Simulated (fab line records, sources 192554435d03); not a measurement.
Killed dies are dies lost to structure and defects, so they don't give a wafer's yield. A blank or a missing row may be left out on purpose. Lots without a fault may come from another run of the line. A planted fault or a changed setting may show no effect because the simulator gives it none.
Which tool did it? | flow n5_finfet | 11 lots, 33 wafers sampled, at 4 steps of a route of 1938

WHAT THE GAUGES READ, wafer by wafer
N5_BEOL_M7_THK_MEAS_01.
lot  | measured     | on            | M7_ILD_THK (nm)
L800 | day 10 11:38 | film_metro-02 | 157.3 157.5 158.1
L801 | day 10 20:50 | film_metro-02 | 154.9 157.4 178.9
L803 | day 11 00:09 | film_metro-02 | 176.2 155.5 156.5
L804 | day 11 01:38 | film_metro-01 | 177.2 157.6 158.2
L808 | day 12 10:58 | film_metro-02 | 151.2 151.9 154.7
L810 | day 13 06:49 | film_metro-01 | 152.3 155.8 155.8
L813 | day 13 19:04 | film_metro-01 | 153.6 155.4 156.1
L816 | day 13 22:32 | film_metro-02 | 153.5 154.8 155.3
L814 | day 13 21:44 | film_metro-01 | 151.6 153.9 156.8
L818 | day 14 14:25 | film_metro-01 | 154.8 157.6 158.1
L820 | day 15 17:32 | film_metro-01 | 152.9 152.0 155.8

WHICH TOOL RAN EACH LOT (tool, then ch and the chambers of the sampled wafers, then the start)
lot  | N5_BEOL_M6_ALD_77                   | N5_BEOL_M6_DEP_56               | N5_BEOL_M7_ILD_DEP_00
L800 | ald_metal-01 ch 0,3, day 10 09:02   | pecvd-01 ch 0,1,2, day 10 10:55 | pecvd-02 ch 0,1, day 10 11:03
L801 | ald_metal-04 ch 1,2, day 10 18:09   | pecvd-04 ch 0,2, day 10 19:32   | pecvd-02 ch 0,2, day 10 19:40
L803 | ald_metal-04 ch 1,2,3, day 10 21:50 | pecvd-01 ch 0,1, day 10 23:16   | pecvd-02 ch 1,2, day 10 23:25
L804 | ald_metal-02 ch 1,2,3, day 10 23:17 | pecvd-03 ch 1,2, day 11 00:55   | pecvd-02 ch 0,1,2, day 11 01:03
L808 | ald_metal-01 ch 0,3, day 12 08:37   | pecvd-03 ch 0,2, day 12 10:15   | pecvd-01 ch 0,2, day 12 10:23
L810 | ald_metal-04 ch 0,1, day 13 04:35   | pecvd-01 ch 0,1, day 13 06:05   | pecvd-04 ch 0,1,2, day 13 06:14
L813 | ald_metal-02 ch 0,1, day 13 16:26   | pecvd-03 ch 1,2, day 13 18:22   | pecvd-02 ch 0,1, day 13 18:29
L816 | ald_metal-02 ch 0,2, day 13 18:55   | pecvd-03 ch 0,1,2, day 13 20:23 | pecvd-04 ch 0,2, day 13 20:31
L814 | ald_metal-04 ch 1,2,3, day 13 19:17 | pecvd-04 ch 0,1, day 13 21:02   | pecvd-02 ch 0,1,2, day 13 21:10
L818 | ald_metal-02 ch 0,2,3, day 14 10:14 | pecvd-03 ch 0,2, day 14 13:43   | pecvd-02 ch 0,1,2, day 14 13:50
L820 | ald_metal-04 ch 1,2,3, day 15 14:24 | pecvd-03 ch 0,1, day 15 16:48   | pecvd-02 ch 0,1, day 15 16:56
- N5_BEOL_M6_ALD_77: deposits TaN, target thk 2 nm, pulse time 2 s, purge time 3 s.
- N5_BEOL_M6_DEP_56: deposits SiCN from 3MS/NH3, target thk 10 nm, time 17.5 s.
- N5_BEOL_M7_ILD_DEP_00: deposits SiCOH lowk from DEMS/porogen, target thk 179.75 nm, time 33.4 s.

THE ANSWER, worked out from the rows above alone
Rule: what is usual is taken from the lots themselves. Put in order of their means at a reading, lots are off if they are a third of the lots or fewer, leave a main group of 4 or more, and stand apart from it by a gap of 3 or more times the standard deviation of the main group's means; of several such gaps the widest counts. A main group whose means are all the same, to the digits that the tables above print for the reading, isn't used. A lot without any number at a reading at which 4 lots or more have one is off too. The other lots that the step has rows for count as sound.
Off: L801, L803, L804, at N5_BEOL_M7_THK_MEAS_01 (M7_ILD_THK). The main group: mean 154.9 nm, standard deviation 1.5.
A tool fits if, at a process step before that reading, it ran every lot that is off, and no sound lot after the first of them. The gauges at N5_BEOL_M7_THK_MEAS_01 are tried like those tools. None of those tried fits.

WHAT THE SIMULATOR HAD PUT IN
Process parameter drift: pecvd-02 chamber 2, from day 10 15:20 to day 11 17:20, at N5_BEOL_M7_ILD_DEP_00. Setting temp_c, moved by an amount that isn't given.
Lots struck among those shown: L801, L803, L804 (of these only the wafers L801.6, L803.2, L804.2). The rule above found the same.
